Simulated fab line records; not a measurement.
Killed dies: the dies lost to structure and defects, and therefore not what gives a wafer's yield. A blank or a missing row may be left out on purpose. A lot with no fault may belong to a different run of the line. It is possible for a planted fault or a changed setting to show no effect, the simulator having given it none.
fab line records | flow n5_finfet
[record] lots = 8 wafers = 24 last_day = 18
route steps=1938 shown BEOL_M4@1111 BEOL_M10@1505 BEOL_M11@1540 PASSIVATION@1936
lots untouched by any fault: they come from a run of this same line in which no faults occurred
start_h: the number of hours between the record's first day and the start of the first shown wafer of the lot | wait_h: hours elapsed since this lot's preceding step | " unchanged from the row above | L1.1+2: a row that stands for several wafers | - no value present, or no start provided | * or withheld: withheld | < > ~ a bound
route shown NAME@n: names a module that has steps shown in the file, with the first one's number in the route | usual: average and standard deviation across the fault-free wafers | same: alike in all rows | chamber/n: place in a boat | sites: each site's reading | _std_site: their standard deviation | _edge_site: mean of outer sites minus mean of inner sites | radius_mm: how far each site lies from the wafer's centre | mask NAME#n: copy n | behind: the most recent tool/chamber to have shaped the wafer | hold: why the lot went on hold/how many hours it stayed there/how the hold came to an end | device: names the non-switching transistor (n, p or np) | end of line: the same wafers' tests at the end of the route | a step given without rows: its recipe and nothing more | killed: at the first sort, the dies lost to defects and structure; wafer yield is something else | map: a wafer's dies, marking killed ones x, the rest . and places with no die _
set.NAME: the setting the step ran with; set.NAME@STEP: the setting that earlier step ran with | model.NAME: the simulator's own value behind a step, which no gauge read
a sample of lots followed through the steps of the route, with each step as a table and each wafer as a row
services: from which hour (start_h, from the record's first day; less than 0 if before it) a tool's chamber was out of use, for how many hours, and why
[[steps]]
[step N5_BEOL_M4_RC_MEAS_101]
[usual] DIBL_N = 35.9/1.4 DIBL_P = 35.9/1.7 IOFF_N = 0.155/0.023 IOFF_P = 0.201/0.029 ION_N = 672/8.8 ION_P = 460/7 SS_N = 71.6/0.48 SS_P = 73.1/0.64 VT_N = 250.0/3 VT_P = -251.6/3
// columns lot.wafer tool chamber start_h wait_h DIBL_N[mV/V] DIBL_P[mV/V] IOFF_N[nA/um] IOFF_P[nA/um] ION_N[uA/um] ION_P[uA/um] SS_N[mV/dec] SS_P[mV/dec] VT_N[mV] VT_P[mV]
L255.1 prober-02 0 172.95 0.0 34.9 33.6 0.130 0.184 652 452 71.9 72.2 256.1 -249.7
L255.3 " 0 " " 34.1 33.5 0.120 0.181 660 455 71.0 72.6 254.3 -250.7
L255.6 " 0 " " 35.3 35.0 0.145 0.213 664 463 71.7 72.7 251.9 -250.3
L259.1 prober-01 0 191.89 0.0 32.8 34.9 0.126 0.168 663 453 71.3 73.3 254.2 -257.0
L259.4 " 0 " " 35.5 37.1 0.165 0.200 671 456 71.5 73.6 250.1 -254.1
L259.6 " 0 " " 35.6 37.1 0.161 0.208 668 459 72.1 73.6 251.3 -250.2
L257.1 prober-02 0 194.31 0.0 36.2 35.5 0.143 0.188 669 458 71.7 72.4 251.5 -255.1
L257.3 " 0 " " 37.7 36.6 0.163 0.202 666 456 72.1 73.5 251.0 -252.9
L257.6 " 0 " " 35.9 35.5 0.145 0.190 674 462 71.3 72.6 250.1 -252.0
L260.1 prober-01 0 202.06 0.0 34.1 35.0 0.128 0.162 660 452 71.6 72.4 252.3 -254.1
L260.3 " 0 " " 35.3 36.8 0.150 0.179 674 457 71.1 73.4 249.7 -254.3
L260.5 " 0 " " 36.0 37.7 0.161 0.186 676 460 72.0 73.6 251.4 -253.0
L271.2 prober-02 0 275.49 0.2 36.4 35.5 0.143 0.189 663 457 72.0 73.6 251.3 -252.0
L271.4 " 0 " " 35.6 35.2 0.139 0.183 666 455 71.2 72.5 253.8 -253.8
L271.6 " 0 " " 35.2 34.7 0.133 0.179 671 466 70.8 72.3 253.2 -254.1
L272.2 prober-02 0 279.34 0.2 34.5 34.7 0.131 0.146 660 448 71.4 72.9 254.0 -258.7
L272.3 " 0 " " 34.9 35.5 0.134 0.149 680 456 71.4 73.7 254.3 -256.1
L272.5 " 0 " " 34.1 34.6 0.125 0.140 658 445 71.2 72.8 251.2 -257.9
L276.3 prober-01 0 306.07 0.6 35.9 35.7 0.155 0.183 679 461 71.4 72.8 248.4 -253.1
L276.4 " 0 " " 37.2 35.9 0.157 0.196 670 454 71.7 73.5 250.7 -252.3
L276.5 " 0 " " 34.9 34.2 0.132 0.171 666 451 70.5 73.4 252.3 -254.2
L277.2 prober-02 0 311.64 0.2 35.6 34.0 0.141 0.186 649 448 71.7 72.6 255.4 -253.7
L277.3 " 0 " " 34.9 34.2 0.131 0.198 668 462 71.1 73.4 250.9 -251.9
L277.4 " 0 " " 33.5 32.8 0.113 0.168 654 454 71.0 72.6 256.9 -252.6
[step N5_BEOL_M10_DESCUM_33]
[recipe] chemistry = O2 time_s = 7.9 source_power_w = 50 bias_power_w = 20 pressure_mtorr = 20 rf_frequency_hz = 2.712e+07 temp_c = 40 resist = CAR-ArF o2_flow_sccm = 225
[usual] drypump_motor_current_A = 5.7/0.46 oes_product_au = 0.80/0.084 rf_vpp_V = 243.5/1.6 showerhead_plenum_p_Torr = 2.12/0.075 throttle_valve_pct = 20.42/0.25
// columns lot.wafer tool chamber start_h wait_h drypump_motor_current_A oes_product_au rf_hours_counter_h rf_vpp_V showerhead_plenum_p_Torr throttle_valve_pct
L255.1 rie_diel-06 2 236.05 0.0 5.1 0.71 207 240.9 2.00 20.85
L255.3 " 3 " " 5.8 0.86 57 245.7 2.21 20.26
L255.6 " 3 " " 5.7 0.86 - 244.8 2.21 20.24
L259.1 rie_diel-05 2 246.99 0.0 5.6 0.87 35 246.4 2.23 20.30
L259.4 " 0 " " 5.9 0.88 49 241.0 2.04 20.02
L259.6 " 2 " " 5.5 0.88 - 245.3 2.22 20.28
L257.1 rie_diel-05 1 251.45 0.0 5.2 0.80 103 244.4 2.11 20.74
L257.3 " 3 " " 4.9 0.67 223 245.0 2.15 20.43
L257.6 " 0 " " 5.9 0.88 - 241.7 2.04 20.06
L260.1 rie_diel-06 1 257.46 0.0 5.9 0.91 30 245.9 2.21 20.59
L260.3 " 3 " " 5.7 0.84 67 246.4 2.20 20.26
L260.5 " 1 " " 5.9 0.91 - 244.5 2.21 20.59
L271.2 rie_diel-05 0 330.64 0.3 5.9 0.83 76 240.6 2.03 20.10
L271.4 " 1 " " 5.2 0.77 - 243.3 2.10 20.79
L271.6 " 2 " " 5.6 0.82 - 245.1 2.21 20.34
L272.2 rie_diel-06 1 330.94 0.2 5.9 0.87 60 245.3 2.20 20.64
L272.3 " 3 " " 5.7 0.82 90 243.3 2.20 20.31
L272.5 " 1 " " 5.9 0.87 - 246.8 2.20 20.63
L276.3 rie_diel-05 0 355.93 0.0 5.9 0.83 86 242.4 2.02 20.09
L276.4 " 3 " " 4.8 0.99 5 243.0 2.13 20.18
L276.5 " 3 " " 4.8 0.99 - 243.9 2.13 20.19
L277.2 rie_diel-05 0 366.44 0.1 5.9 0.82 89 241.6 2.02 20.11
L277.3 " 3 " " 4.8 0.98 8 243.2 2.13 20.19
L277.4 " 2 " " 5.6 0.81 81 244.9 2.21 20.35
[step N5_BEOL_M10_ETCH_66]
[recipe] chemistry = N2/H2 target = SOC target_depth_a = 1200 overetch_a = 240 mask_material = SiARC temp_c = 40 time_s = 180 ion_energy_ev = 200 pressure_mtorr = 30 source_w = 840 bias_w = 150 n2_flow_sccm = 200 h2_flow_sccm = 200
[usual] drypump_motor_current_A = 5.7/0.47 oes_product_au = 0.64/0.063 rf_vpp_V = 524.7/2.6 showerhead_plenum_p_Torr = 2.58/0.096 throttle_valve_pct = 17.84/0.26
// columns lot.wafer tool chamber start_h wait_h drypump_motor_current_A oes_product_au rf_hours_counter_h rf_vpp_V showerhead_plenum_p_Torr throttle_valve_pct
L255.1 rie_diel-06 2 236.13 0.0 5.1 0.58 207 520.1 2.42 18.21
L255.3 " 3 " " 5.7 0.68 57 527.6 2.69 17.70
L255.6 " 3 " " 5.7 0.68 - 528.2 2.69 17.71
L259.1 rie_diel-05 2 247.08 0.0 5.5 0.70 35 528.2 2.71 17.64
L259.4 " 0 " " 5.9 0.70 49 523.4 2.47 17.51
L259.6 " 2 " " 5.5 0.69 - 527.4 2.70 17.61
L257.1 rie_diel-05 1 251.53 0.0 5.2 0.64 104 525.3 2.57 18.16
L257.3 " 3 " " 4.8 0.56 223 527.0 2.63 17.97
L257.6 " 0 " " 5.9 0.70 - 521.4 2.47 17.51
L260.1 rie_diel-06 1 257.55 0.0 5.9 0.73 30 527.7 2.71 18.16
L260.3 " 3 " " 5.7 0.67 67 527.7 2.69 17.74
L260.5 " 1 " " 5.9 0.73 - 528.6 2.71 18.16
L271.2 rie_diel-05 0 330.72 0.0 5.9 0.67 76 521.7 2.46 17.54
L271.4 " 1 " " 5.2 0.63 - 525.3 2.56 18.19
L271.6 " 2 " " 5.5 0.66 - 528.3 2.69 17.69
L272.2 rie_diel-06 1 331.02 0.0 5.9 0.69 60 527.6 2.69 18.20
L272.3 " 3 " " 5.8 0.65 90 525.3 2.68 17.76
L272.5 " 1 " " 5.9 0.70 - 525.9 2.70 18.20
L276.3 rie_diel-05 0 356.01 0.0 5.9 0.66 86 523.2 2.46 17.57
L276.4 " 3 " " 4.8 0.79 5 526.4 2.62 17.63
L276.5 " 3 " " 4.8 0.79 - 525.5 2.62 17.66
L277.2 rie_diel-05 0 366.53 0.0 5.9 0.66 89 522.6 2.45 17.58
L277.3 " 3 " " 4.9 0.79 8 525.7 2.61 17.66
L277.4 " 2 " " 5.5 0.64 81 527.6 2.68 17.68
[step N5_BEOL_M10_SPUTTER_48]
[recipe] material = Cu target_thk_a = 120 temp_c = -20 bias_v = 60 power_w = 26000 chamber_pressure_pa = 0.13 time_s = 2
[usual] bias_v = 60.0/0.58 cathode_dc_power_W = 26000/4.7 chuck_gas_flow_sccm = 1.26/0.049 substrate_temp_c = -19.99/0.095 throttle_valve_pct = 30.0/0.83
// columns lot.wafer tool chamber start_h wait_h bias_v cathode_dc_power_W chuck_gas_flow_sccm substrate_temp_c throttle_valve_pct
L255.1 pvd_sputter-03 - 238.23 0.1 60.1 26000 1.24 -20.01 30.4
L255.3 " - " " 59.8 25997 1.16 -20.01 29.7
L255.6 " - " " 59.2 25998 1.28 -20.05 30.5
L259.1 pvd_sputter-01 - 250.37 1.5 60.3 26000 1.25 -20.01 29.3
L259.4 " - " " 60.8 25995 1.32 -19.91 31.5
L259.6 " - " " 60.1 25995 1.25 -19.89 29.8
L257.1 pvd_sputter-01 - 254.17 0.3 60.0 25997 1.19 -19.94 31.6
L257.3 " - " " 60.4 26001 1.27 -20.08 30.4
L257.6 " - " " 59.5 26000 1.19 -19.96 29.2
L260.1 pvd_sputter-01 - 260.82 0.1 59.9 26005 1.26 -20.02 29.2
L260.3 " - " " 60.2 26001 1.23 -20.05 30.0
L260.5 " - " " 59.0 25992 1.16 -19.92 30.1
L271.2 pvd_sputter-01 - 332.58 0.1 - - - - -
L271.4 " - " " - - - - -
L271.6 " - " " - - - - -
L272.2 pvd_sputter-02 - 332.70 0.1 - - - - -
L272.3 " - " " - - - - -
L272.5 " - " " - - - - -
L276.3 pvd_sputter-03 - 358.44 0.1 59.8 26002 1.27 -19.99 29.7
L276.4 " - " " 60.2 26002 1.27 -20.09 30.7
L276.5 " - " " 59.7 26004 1.38 -19.81 30.7
L277.2 pvd_sputter-01 - 368.37 0.2 59.8 26010 1.35 -20.13 28.9
L277.3 " - " " 59.6 26007 1.30 -19.76 30.6
L277.4 " - " " 60.9 25996 1.31 -20.09 30.0
[step N5_BEOL_M10_CMP_52]
[recipe] stop_on = SiCOH_lowk t_overpolish_s = 7 down_force_psi = 1 platen_rpm = 50 clearing_platen_down_force_psi = 1.5 clearing_platen_rpm = 50 post_cmp_clean = cu_alkaline target_thk_nm = 140 clearing_platen_pad_velocity_m_s = 0.99484 pad_velocity_m_s = 0.99484
[usual] motor_current_A = 6.1/0.78 pad_life_wafers = 1077/580 platen_rpm = 50.00/0.031 time_to_endpoint_s = 67/3.7
// columns lot.wafer tool chamber start_h wait_h motor_current_A pad_life_wafers platen_rpm time_to_endpoint_s
L255.3 cmp-03 2 238.83 0.2 6.0 320 50.00 71
L255.1 " 3 " " 6.8 321 49.98 67
L255.6 " 0 " " 6.3 - 50.01 73
L259.1 cmp-02 3 251.12 0.3 6.8 888 49.98 64
L259.4 " 1 " " 5.4 890 50.00 62
L259.6 " 3 " " 6.7 - 49.98 64
L257.1 cmp-02 2 254.87 0.3 7.8 918 50.03 67
L257.3 " 3 " " 7.1 919 49.99 67
L257.6 " 3 " " 6.3 - 50.02 66
L260.1 cmp-03 2 261.34 0.3 6.0 528 50.00 73
L260.3 " 3 " " 6.3 529 49.96 69
L260.5 " 2 " " 5.5 - 49.98 68
L271.4 cmp-01 2 333.42 0.1 5.1 84 50.02 0
L271.2 " 3 " " 5.7 85 50.03 0
L271.6 " 2 " " 4.9 - 50.03 0
L272.3 cmp-01 2 333.97 0.2 5.2 91 50.01 1
L272.2 " 3 " " 5.8 92 50.06 0
L272.5 " 2 " " 5.2 - 50.03 1
L276.3 cmp-03 1 360.22 0.2 6.2 1350 50.01 68
L276.4 " 3 " " 6.8 1352 50.04 65
L276.5 " 1 " " 6.0 - 49.97 72
L277.2 cmp-02 2 368.98 0.2 7.8 1867 49.98 68
L277.4 " 3 " " 6.7 1868 50.00 69
L277.3 " 0 " " 4.6 1869 49.97 68
[step N5_BEOL_M11_HM_DEP_02]
[recipe] material = TiN target_thk_a = 200 temp_c = 25 chamber_pressure_pa = 0.49996
[usual] substrate_temp_c = 25.00/0.1 throttle_valve_pct = 29.8/0.86
// columns lot.wafer tool chamber start_h wait_h substrate_temp_c throttle_valve_pct
L255.1 pvd_sputter-03 - 240.29 0.3 24.76 31.0
L255.3 " - " " 24.99 30.0
L255.6 " - " " 25.00 29.9
L259.1 pvd_sputter-02 - 253.23 0.5 24.83 29.1
L259.4 " - " " 24.89 29.7
L259.6 " - " " 24.87 28.8
L257.1 pvd_sputter-03 - 256.68 0.6 24.88 30.8
L257.3 " - " " 24.99 29.9
L257.6 " - " " 25.09 29.5
L260.1 pvd_sputter-02 - 264.40 1.9 25.06 29.6
L260.3 " - " " 25.07 28.8
L260.5 " - " " 25.14 28.8
L276.3 pvd_sputter-01 - 363.11 1.7 24.86 30.2
L276.4 " - " " 24.85 29.0
L276.5 " - " " 24.94 30.7
L277.2 pvd_sputter-02 - 370.97 0.9 25.02 28.9
L277.3 " - " " 24.93 28.8
L277.4 " - " " 24.92 28.9
[step N5_PASSIVATION_PROBE_49]
[usual] defect_limited_yield = 91.7/1.5 killed_at_M0_to_M3 = 30/8.6 killed_at_M4_up = 12/4.5 killed_at_contacts = 13/5.8 killed_at_front_end = 38/11 killed_at_other = 4/3 killed_dies = 97/17 killed_on_rim = 13/3.6 killed_open = 63/12 killed_short = 32/8.8 sort_bin_5_function = 4.8/0.91 sort_bin_6_memory = 3.1/0.68 sort_n_pass = 1083/17 sort_yield_pct = 91.7/1.5
[same] gross_dies = 1180 killed_at_back_side = 0 sort_bin_4_leakage[%] = 0 sort_bin_8_speed[%] = 0
// columns lot.wafer tool chamber start_h wait_h defect_limited_yield[%] killed_at_M0_to_M3 killed_at_M4_up killed_at_contacts killed_at_front_end killed_at_other killed_dies killed_on_rim killed_open killed_short sort_bin_5_function[%] sort_bin_6_memory[%] sort_n_pass sort_yield_pct[%]
L271.2 prober-02 - 385.17 0.1 0 40 1093 11 36 0 1180 152 78 28 95.8 3.8 0 0
L271.4 prober-02 - 385.27 0.2 0 47 1069 8 47 9 1180 152 90 32 95.8 3.9 0 0
L271.6 prober-02 - 385.37 0.3 0 24 1089 3 60 4 1180 152 75 34 95.7 3.8 0 0
L272.2 prober-01 - 385.39 0.1 0 30 1085 15 44 6 1180 152 71 36 95.8 3.8 0 0
L272.3 prober-01 - 385.44 0.1 0 40 1074 18 44 4 1180 152 71 43 95.8 3.7 0 0
L272.5 prober-01 - 385.54 0.2 0 36 1055 34 47 8 1180 152 95 41 95.1 4.4 0 0
// killed by level:class
L271.2 BEOL_M10:area_sputter=545 BEOL_M10:area_ecd=529 BEOL_M3:geometric_particle:open=16 BEOL_M4:geometric_particle:open=13 STI_FIN_REVEAL:geometric_particle:open=11 MOL_CONTACT_COAG:geometric_particle:open=10 BEOL_M0_SAQP:geometric_particle:open=10 BEOL_M0_SAQP:geometric_particle:short=8
L271.4 BEOL_M10:area_ecd=543 BEOL_M10:area_sputter=514 STI_FIN_REVEAL:geometric_particle:open=13 BEOL_M0_SAQP:geometric_particle:open=11 BEOL_M2:geometric_particle:open=8 BEOL_M3:geometric_particle:open=8 FIN_SAQP:geometric_particle:open=7 ILD0:geometric_particle:open=7
L271.6 BEOL_M10:area_sputter=544 BEOL_M10:area_ecd=525 FIN_SAQP:geometric_particle:open=25 BEOL_M4:geometric_particle:open=10 FIN_SAQP:geometric_particle:short=8 STI_FIN_REVEAL:geometric_particle:open=7 BEOL_M0_SAQP:geometric_particle:short=6 BEOL_M1:geometric_particle:open=5
L272.2 BEOL_M10:area_sputter=551 BEOL_M10:area_ecd=522 STI_FIN_REVEAL:geometric_particle:open=15 MOL_CONTACT_COAG:geometric_particle:open=12 DUMMY_GATE:geometric_particle:open=8 BEOL_M3:geometric_particle:open=7 BEOL_M0_SAQP:geometric_particle:open=6 FIN_SAQP:geometric_particle:short=4
L272.3 BEOL_M10:area_ecd=558 BEOL_M10:area_sputter=507 MOL_CONTACT_COAG:geometric_particle:open=17 FIN_SAQP:geometric_particle:short=16 BEOL_M0_SAQP:geometric_particle:open=9 BEOL_M2:geometric_particle:open=8 STI_FIN_REVEAL:geometric_particle:open=7 GATE_CUT:geometric_particle:short=6
L272.5 BEOL_M10:area_ecd=539 BEOL_M10:area_sputter=505 MOL_CONTACT_COAG:geometric_particle:open=29 STI_FIN_REVEAL:geometric_particle:open=16 BEOL_M3:geometric_particle:open=8 DUMMY_GATE:geometric_particle:open=7 BEOL_M0_SAQP:geometric_particle:short=7 FIN_SAQP:geometric_particle:short=5
[[services]]
// columns tool chamber start_h hours kind
cmp-02 - 214.46 3.9 repair
cmp-02 - 229.11 3.4 repair
cmp-02 - 233.99 3.5 repair
cmp-01 - 236.01 1.9 repair
cmp-02 - 245.13 5.6 repair
cmp-01 - 246.46 1.2 repair
cmp-01 - 250.04 15.5 pm
cmp-03 - 252.05 1.9 repair
cmp-02 - 262.98 0.3 repair
cmp-02 - 275.49 1.8 repair
cmp-01 - 303.96 3.1 repair
rie_diel-05 0 304.59 5.7 repair
cmp-03 - 308.01 3.7 pm
rie_diel-06 3 310.47 18.0 repair
cmp-03 - 314.98 1.8 repair
cmp-01 - 316.49 4.0 pm
cmp-01 - 325.97 1.0 repair
rie_diel-05 3 328.62 - clean
rie_diel-05 3 328.62 - consumable_replace:focus_ring
cmp-03 - 340.49 1.3 repair
cmp-02 - 341.26 5.8 pm
pvd_sputter-01 - 352.67 1.6 repair
cmp-02 - 357.16 3.5 repair
cmp-02 - 363.14 3.4 repair
[[key]]
[first_sign] step = N5_BEOL_M10_SPUTTER_48 reading = tool_record direction = missing
[effect] step = N5_BEOL_M10_CMP_52 reading = time_to_endpoint_s direction = down sigmas = 18 usual = * struck = *
[effect] step = N5_PASSIVATION_PROBE_49 reading = killed_at_M4_up direction = up sigmas = 99+ usual = 12 struck = 1078
[more_kills_born_at] N5_BEOL_M10_ECD_50@ecd_cu-01 = 3216 N5_BEOL_M10_SPUTTER_48@pvd_sputter-01 = 1603 N5_BEOL_M10_SPUTTER_48@pvd_sputter-02 = 1563
met_at N5_BEOL_M10_SPUTTER_48
struck_lots L271,L272
later_rows_left_out L271.2,L271.4,L271.6,L272.2,L272.3,L272.5
not_acting_at N5_BEOL_M10_DESCUM_33,N5_BEOL_M10_ETCH_66,N5_BEOL_M11_HM_DEP_02
onset_between 260.82 332.58
[fault] kind = skipped_step_whole tool = pvd_sputter-01,pvd_sputter-02 chamber = - onset_h = 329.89 steps = N5_BEOL_M10_SPUTTER_48 scope = struck_lots_only
// later_rows_left_out: the simulator's readings of these wafers behind a module that went badly wrong aren't trusted and aren't shown, but for the sort
